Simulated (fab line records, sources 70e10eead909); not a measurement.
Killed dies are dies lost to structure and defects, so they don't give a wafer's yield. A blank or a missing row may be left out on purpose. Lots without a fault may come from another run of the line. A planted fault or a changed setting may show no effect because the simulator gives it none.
A struck lot beside a sound one | flow nand_harc | 14 steps out of a route of 1302
Sound: wafers L981.3, L981.4, L981.5. Struck: wafers L986.2, L986.4, L986.6. The cause comes at the end.
At each step with rows: each side's tool, then ch and its chambers, then its first start. Under that, the readings that differ: sound wafers | struck wafers | difference of the means | sigmas: that difference in standard deviations of wafers without a fault.
alike: readings whose means differ by less than 2 such deviations, and words and numbers that are the same on both sides. not compared: withheld readings, readings that some wafer has no value for, bounds like >300 that may hide the same value, and numbers for which the record gives no deviation and whose values overlap.
The two part at a step that has a row with sigmas, a row that says differs or no value, or rows on one side only. Numbers that don't overlap but have no deviation are shown without sigmas and don't part them. A reading that every wafer of one side lacks parts them only if that side has two wafers or more.

first, 1 step without rows for these wafers: NHARC_A_CHANNEL_HOLE_D2_SRD_30.
NHARC_A_CHANNEL_HOLE_D2_CD_MEAS_31:
  sound on cd_sem-03, day 15 05:08; struck on cd_sem-01, day 18 00:17
  alike: cd_nm
NHARC_A_CHANNEL_HOLE_D2_XSEM_32:
  sound on xsem-01 ch 0, day 15 05:14; struck on xsem-02 ch 0, day 18 00:23
  alike: bot_cd_nm, bow_nm, tilt_deg
NHARC_A_CHANNEL_HOLE_D2_INSPECT_40:
  sound on defect_inspect-02, day 15 05:19; struck on defect_inspect-01, day 18 00:28
  alike: raw_defect_count
then, 3 steps without rows for these wafers: NHARC_A_CHANNEL_FILL_D2_PRECLEAN_00 (cleans in SC1); NHARC_A_CHANNEL_FILL_D2_SRD_01; NHARC_A_CHANNEL_FILL_D2_ALD_02 (deposits SiO2, target thk 6 nm, pulse time 10 s, ald cycles 60).
NHARC_A_CHANNEL_FILL_D2_ALD_03: deposits SiNx, target thk 6 nm, pulse time 60 s, ald cycles 58.
  sound on ald_sin_batch-01 ch 0; struck on ald_sin_batch-01 ch 0
  alike: precursor_pulse_height_rel
NHARC_A_CHANNEL_FILL_D2_ALD_14: deposits SiO2, target thk 2.5 nm, pulse time 10 s, ald cycles 25.
  sound on ald_hk-04 ch 1,3, day 15 14:54; struck on ald_hk-02 ch 0,2, day 18 07:50
  alike: heater_power_w, precursor_pulse_height_rel
NHARC_A_CHANNEL_FILL_D2_ALD_15: deposits SiNx, target thk 2 nm, pulse time 60 s, ald cycles 19.
  sound on ald_sin_batch-01 ch 0; struck on ald_sin_batch-02 ch 0
  alike: precursor_pulse_height_rel
NHARC_A_CHANNEL_FILL_D2_ALD_16: deposits SiO2, target thk 1.5 nm, pulse time 10 s, ald cycles 15.
  sound on ald_hk-04 ch 0,1,2, day 15 20:08; struck on ald_hk-04 ch 1,3, day 18 13:01
  alike: heater_power_w, precursor_pulse_height_rel
then, 1 step without rows for these wafers: NHARC_A_CHANNEL_FILL_D2_ANNEAL_17 (time 1800 s).
NHARC_A_CHANNEL_FILL_D2_CVD_18: deposits poly-Si, target thk 3 nm.
  sound on lpcvd_poly-01 ch 0, day 16 06:08; struck on lpcvd_poly-02 ch 0, day 19 00:32
then, 1 step without rows for these wafers: NHARC_A_CHANNEL_FILL_D2_ETCHBACK_19 (etches the open film in HBr/Cl2, target depth 5 nm, time 1.7 s).

WHERE THEY PART
Nowhere in this record.

WHY: what the simulator had put in
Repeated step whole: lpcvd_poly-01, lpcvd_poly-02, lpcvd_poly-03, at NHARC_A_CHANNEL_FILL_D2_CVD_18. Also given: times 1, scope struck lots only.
